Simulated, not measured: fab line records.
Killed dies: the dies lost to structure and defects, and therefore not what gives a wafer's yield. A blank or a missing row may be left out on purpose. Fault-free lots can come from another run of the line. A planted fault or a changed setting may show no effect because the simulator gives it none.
Comparing a struck lot with a sound one :: flow nand harc :: 11 out of 1302 route steps
Sound: the wafers L569.3, L569.4, L569.6. Wafers struck: L586.1, L586.4, L586.5. The cause is named last.
Each step with rows lists, per side, the tool, then ch with its chambers, then its first start. Under that, the readings that differ: sound wafers :: struck wafers :: difference of the means :: sigmas: that difference in standard deviations of wafers without a fault.
alike: same words and numbers on both sides, and readings whose means sit less than 2 such deviations apart. not compared: any withheld reading, any reading some wafer has no value for, any bound like >300 that may hide the same value, and any number with overlapping values for which the record gives no deviation.
Wherever a step has rows on one side only, a row that says differs or no value, or a row with sigmas, the two part there. Numbers that have no deviation but don't overlap get no sigmas and don't part them. Lack of a reading on every wafer of one side parts them only where that side has two or more wafers.

first, 1 step without rows for these wafers: NHARC_A_WL_FILL_SRD_14.
NHARC_A_WL_FILL_ALD_19: deposits TiN, target thk 2 nm, pulse time 3 s, ald cycles 100.
  sound on ald metal-03 ch 2,3, day 20 23:35; struck on ald metal-03 ch 2,3, day 27 13:52
  alike: heater power w, precursor pulse height rel
NHARC_A_WL_FILL_CVD_20: deposits W, target thk 100 nm, time 74 s.
  sound: cvd w-01 ch 0,1; struck: cvd w-01 ch 0
  alike: heater power w, throttle valve pct
NHARC_A_WL_FILL_CMP_12: polishes, t overpolish 30 s, target thk 100 nm.
  sound on cmp-03 ch 2,3, day 20 23:58; struck on cmp-03 ch 0,2,3, day 27 14:26
  alike: motor current A, overpolish run s, time to endpoint s
after that, 1 step had no rows for these wafers: NHARC_A_WL_FILL_SRD_31.
NHARC_A_WL_FILL_INSPECT_15:
  struck on defect inspect-02, day 27 14:52; sound on defect inspect-02, day 21 00:28
  alike: raw defect count
NHARC_A_CONTACT_DEP_24: deposits SiO2, target thk 500 nm.
  sound on pecvd-01 ch 0,1,2, day 21 00:35; struck on pecvd-01 ch 1,2, day 27 15:00
  alike: heater power w, rf fwd power W, throttle valve pct
NHARC_A_CONTACT_DEP_28: deposits aC, target thk 7000 nm.
  sound on acl dep-01 ch 0, day 21 02:36; struck on acl dep-02 ch 0, day 27 15:32
  alike: throttle valve pct
NHARC_A_CONTACT_DEP_29: deposits SiON, target thk 100 nm.
  sound on pecvd-01 ch 1,2, day 21 05:36; struck on pecvd-02 ch 0,1, day 27 19:56
reading: rf fwd power W (W)
sound: 346.9 349.1 348.2
struck: 293.6 292.8 291.3
difference: -55.5
sigmas: -50
  alike: heater power w
then, 1 step without rows for these wafers: NHARC_A_CONTACT_DEHYDRATE_32 (time 120 s).
-- record jumps: 3 days between struck wafers' starts before vs after; left off in module A_CONTACT, resumes in module END, first step shown is number 1302 of the route --
NHARC_END_SORT_01:
  here the record holds rows for the struck wafers (prober-02 ch 0, day 30 22:38) but none for the sound ones

== WHERE THEY PART ==
Earliest at NHARC_A_CONTACT_DEP_29; latest, in this record, at NHARC_END_SORT_01.

WHY: the cause the simulator had injected
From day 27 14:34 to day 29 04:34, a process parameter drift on pecvd-02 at NHARC_A_CONTACT_DEP_29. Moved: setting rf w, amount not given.
